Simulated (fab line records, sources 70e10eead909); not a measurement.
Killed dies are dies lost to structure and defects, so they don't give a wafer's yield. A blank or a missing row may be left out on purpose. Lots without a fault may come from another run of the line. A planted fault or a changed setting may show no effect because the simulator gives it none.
Which tool did it? | flow nand_harc | 13 lots, 36 wafers sampled, at 5 steps of a route of 1302

WHAT THE GAUGES READ, wafer by wafer
NHARC_P_BONDPAD_INSPECT_23. Usual: raw_defect_count 343, standard deviation 120.
lot  | measured     | on                | raw_defect_count | flag
L322 | day 6 22:33  | defect_inspect-02 | 290 317 374      |
L330 | day 10 19:43 | defect_inspect-02 | 291 256          |
L331 | day 11 03:05 | defect_inspect-02 | 210 217          |
L332 | day 11 10:27 | defect_inspect-01 | 368 231          |
L334 | day 11 22:23 | defect_inspect-02 | 298 298 298      |
L337 | day 13 16:53 | defect_inspect-02 | 254 391 292      |
L338 | day 13 19:06 | defect_inspect-01 | 348 824 290      |
L339 | day 14 11:29 | defect_inspect-02 | 274 348 401      |
L340 | day 14 11:52 | defect_inspect-01 | 137 272 211      |
L341 | day 15 01:33 | defect_inspect-01 | 365 270 350      |
L342 | day 15 21:06 | defect_inspect-01 | 295 461 301      |
L343 | day 16 08:31 | defect_inspect-01 | 321 326 175      |
L344 | day 16 11:33 | defect_inspect-02 | 322 429 232      |

NHARC_A_ONON_D1_THK_MEAS_02: measures by ellipsometry. Usual: thk_nm 1006 nm, standard deviation 11.
lot  | measured     | on            | thk_nm (nm)    | flag
L322 | day 7 22:23  | film_metro-01 | 997 995 996    |
L330 | day 11 21:43 | film_metro-01 | 1479 1011      | OFF
L331 | day 12 02:46 | film_metro-01 | 1010 1478      | OFF
L332 | day 12 09:35 | film_metro-01 | 1474 1004      | OFF
L334 | day 12 21:46 | film_metro-01 | 1023 1022 1022 |
L337 | day 14 17:31 | film_metro-02 | 1014 1016 1015 |
L338 | day 14 17:31 | film_metro-01 | 1003 1003 1003 |
L339 | day 15 11:03 | film_metro-02 | 995 997 997    |
L340 | day 15 11:04 | film_metro-01 | 1003 1001 1002 |
L341 | day 16 01:58 | film_metro-02 | 1015 1018 1019 |
L342 | day 16 20:54 | film_metro-01 | 1002 1000 1001 |
L343 | day 17 07:39 | film_metro-01 | 997 995 996    |
L344 | day 17 12:19 | film_metro-01 | 976 977 976    |

WHICH TOOL RAN EACH LOT (tool, then ch and the chambers of the sampled wafers, then the start)
lot  | NHARC_P_BONDPAD_DESCUM_11          | NHARC_P_BONDPAD_STRIP_15           | NHARC_A_ONON_D1_DEP_00
L322 | rie_diel-10 ch 0,2,3, day 6 20:01  | rie_diel-05 ch 0,1,2, day 6 20:25  | pecvd_onon-02 ch 0, day 7 21:59
L330 | rie_diel-12 ch 0,3, day 10 17:08   | rie_diel-10 ch 1,3, day 10 17:32   | pecvd_onon-02 ch 0, day 11 21:20
L331 | rie_diel-05 ch 2,3, day 11 00:34   | rie_diel-12 ch 0,3, day 11 00:56   | pecvd_onon-02 ch 0, day 12 02:15
L332 | rie_diel-12 ch 1,2, day 11 07:51   | rie_diel-05 ch 0,3, day 11 08:14   | pecvd_onon-02 ch 0, day 12 09:11
L334 | rie_diel-05 ch 0,3, day 11 19:51   | rie_diel-10 ch 0,1,3, day 11 20:17 | pecvd_onon-01 ch 0, day 12 21:15
L337 | rie_diel-12 ch 1,3, day 13 14:20   | rie_diel-05 ch 0,3, day 13 14:43   | pecvd_onon-03 ch 0, day 14 17:01
L338 | rie_diel-10 ch 0,1,2, day 13 16:34 | rie_diel-10 ch 0,1,2, day 13 16:56 | pecvd_onon-01 ch 0, day 14 17:01
L339 | rie_diel-05 ch 0,1,3, day 14 08:55 | rie_diel-12 ch 0,2,3, day 14 09:18 | pecvd_onon-03 ch 0, day 15 10:36
L340 | rie_diel-05 ch 0,1,2, day 14 09:17 | rie_diel-05 ch 0,1,2, day 14 09:40 | pecvd_onon-02 ch 0, day 15 10:36
L341 | rie_diel-05 ch 0,1,3, day 14 23:01 | rie_diel-12 ch 2,3, day 14 23:24   | pecvd_onon-02 ch 0, day 16 01:28
L342 | rie_diel-12 ch 0,2,3, day 15 18:32 | rie_diel-10 ch 0,3, day 15 18:57   | pecvd_onon-02 ch 0, day 16 20:27
L343 | rie_diel-10 ch 0,1,3, day 16 05:57 | rie_diel-10 ch 1,2, day 16 06:22   | pecvd_onon-02 ch 0, day 17 07:08
L344 | rie_diel-12 ch 0,2,3, day 16 08:56 | rie_diel-10 ch 1,2,3, day 16 09:22 | pecvd_onon-02 ch 0, day 17 11:49
- NHARC_P_BONDPAD_DESCUM_11: chemistry O2, time 3 s.
- NHARC_P_BONDPAD_STRIP_15: strips in O2.
- NHARC_A_ONON_D1_DEP_00: target thk 1000 nm.

WHAT THE TOOLS THEMSELVES READ (means of the sampled wafers that have a number; where no wafer has one, the mark that the record gives instead)
NHARC_P_BONDPAD_DESCUM_11. Usual: drypump_motor_current_A 5.90 A, standard deviation 0.28; mfc_ar_sccm 0.010 sccm, standard deviation 0.014; oes_product_au 0.999 a.u., standard deviation 0.015; rf_vpp_V 57.9 V, standard deviation 0.95; showerhead_plenum_p_Torr 1.92 Torr, standard deviation 0.077; throttle_valve_pct 11.313 %, standard deviation 0.0092.
lot  | tool        | drypump_motor_current_A (A) | mfc_ar_sccm (sccm) | oes_product_au (a.u.) | rf_vpp_V (V) | showerhead_plenum_p_Torr (Torr) | throttle_valve_pct (%) | flag
L322 | rie_diel-10 | 5.99                        | 0.001              | 1.008                 | 57.6         | 1.82                            | 11.312                 |
L330 | rie_diel-12 | 5.75                        | 0.000              | 1.004                 | 57.9         | 1.90                            | 11.306                 |
L331 | rie_diel-05 | 5.87                        | 0.011              | 1.002                 | 57.2         | 1.92                            | 11.315                 |
L332 | rie_diel-12 | 5.82                        | 0.032              | 1.010                 | 58.4         | 2.01                            | 11.316                 |
L334 | rie_diel-05 | 6.11                        | 0.000              | 0.980                 | 58.0         | 1.96                            | 11.312                 |
L337 | rie_diel-12 | 5.65                        | 0.006              | 0.996                 | 58.4         | 1.97                            | 11.312                 |
L338 | rie_diel-10 | 6.13                        | 0.009              | 1.004                 | 58.1         | 1.81                            | 11.327                 |
L339 | rie_diel-05 | 6.07                        | 0.005              | 0.988                 | 57.5         | 1.97                            | 11.319                 |
L340 | rie_diel-05 | 5.76                        | 0.012              | 0.991                 | 57.7         | 1.96                            | 11.315                 |
L341 | rie_diel-05 | 6.08                        | 0.005              | 0.997                 | 58.5         | 1.97                            | 11.318                 |
L342 | rie_diel-12 | 5.82                        | 0.015              | 0.990                 | 57.0         | 1.93                            | 11.326                 |
L343 | rie_diel-10 | 6.15                        | 0.010              | 0.994                 | 57.6         | 1.81                            | 11.308                 |
L344 | rie_diel-12 | 5.79                        | 0.015              | 1.001                 | 57.9         | 1.93                            | 11.302                 |

NHARC_P_BONDPAD_STRIP_15. Usual: drypump_motor_current_A 5.95 A, standard deviation 0.29; mfc_ar_sccm 0.011 sccm, standard deviation 0.015; oes_product_au 1.002 a.u., standard deviation 0.014; rf_vpp_V 57.8 V, standard deviation 0.9; showerhead_plenum_p_Torr 3.51 Torr, standard deviation 0.15; throttle_valve_pct 17.036 %, standard deviation 0.0085.
lot  | tool        | drypump_motor_current_A (A) | mfc_ar_sccm (sccm) | oes_product_au (a.u.) | rf_vpp_V (V) | showerhead_plenum_p_Torr (Torr) | throttle_valve_pct (%) | flag
L322 | rie_diel-05 | 5.77                        | 0.012              | 0.992                 | 57.9         | 3.61                            | 17.028                 |
L330 | rie_diel-10 | 6.27                        | 0.014              | 0.995                 | 57.2         | 3.30                            | 17.042                 |
L331 | rie_diel-12 | 5.75                        | 0.000              | 1.014                 | 58.3         | 3.50                            | 17.032                 |
L332 | rie_diel-05 | 6.18                        | 0.001              | 0.981                 | 57.5         | 3.60                            | 17.037                 |
L334 | rie_diel-10 | 6.15                        | 0.010              | 1.002                 | 57.7         | 3.36                            | 17.031                 |
L337 | rie_diel-05 | 6.25                        | 0.001              | 1.001                 | 59.2         | 3.60                            | 17.026                 |
L338 | rie_diel-10 | 6.14                        | 0.009              | 1.006                 | 57.7         | 3.36                            | 17.037                 |
L339 | rie_diel-12 | 5.82                        | 0.015              | 1.006                 | 58.7         | 3.56                            | 17.037                 |
L340 | rie_diel-05 | 5.78                        | 0.012              | 0.989                 | 57.7         | 3.60                            | 17.036                 |
L341 | rie_diel-12 | 5.69                        | 0.015              | 1.017                 | 57.6         | 3.61                            | 17.034                 |
L342 | rie_diel-10 | 5.97                        | 0.001              | 1.011                 | 58.6         | 3.42                            | 17.036                 |
L343 | rie_diel-10 | 6.33                        | 0.017              | 0.987                 | 57.4         | 3.29                            | 17.037                 |
L344 | rie_diel-10 | 6.20                        | 0.010              | 0.995                 | 57.0         | 3.30                            | 17.049                 |

THE ANSWER, worked out from the rows above alone
Rule: a lot is off if the mean of its wafers that have a number lies more than 3 standard deviations from the usual mean. A lot without any number at a reading at which 4 lots or more have one is off too. The other lots that the step has rows for count as sound. The gauges are gone through in route order, then the tools' own readings, and for those a lot's mean is taken as printed above. The first step at which some lot is off is used, and at that step the reading that is off furthest; a lot without a number counts as furthest.
Off: L330, L331, L332, at NHARC_A_ONON_D1_THK_MEAS_02 (thk_nm).
A tool fits if, at a process step before that reading, it ran every lot that is off, and no sound lot after the first of them. The gauges at NHARC_A_ONON_D1_THK_MEAS_02 are tried like those tools. None of those tried fits.

WHAT THE SIMULATOR HAD PUT IN
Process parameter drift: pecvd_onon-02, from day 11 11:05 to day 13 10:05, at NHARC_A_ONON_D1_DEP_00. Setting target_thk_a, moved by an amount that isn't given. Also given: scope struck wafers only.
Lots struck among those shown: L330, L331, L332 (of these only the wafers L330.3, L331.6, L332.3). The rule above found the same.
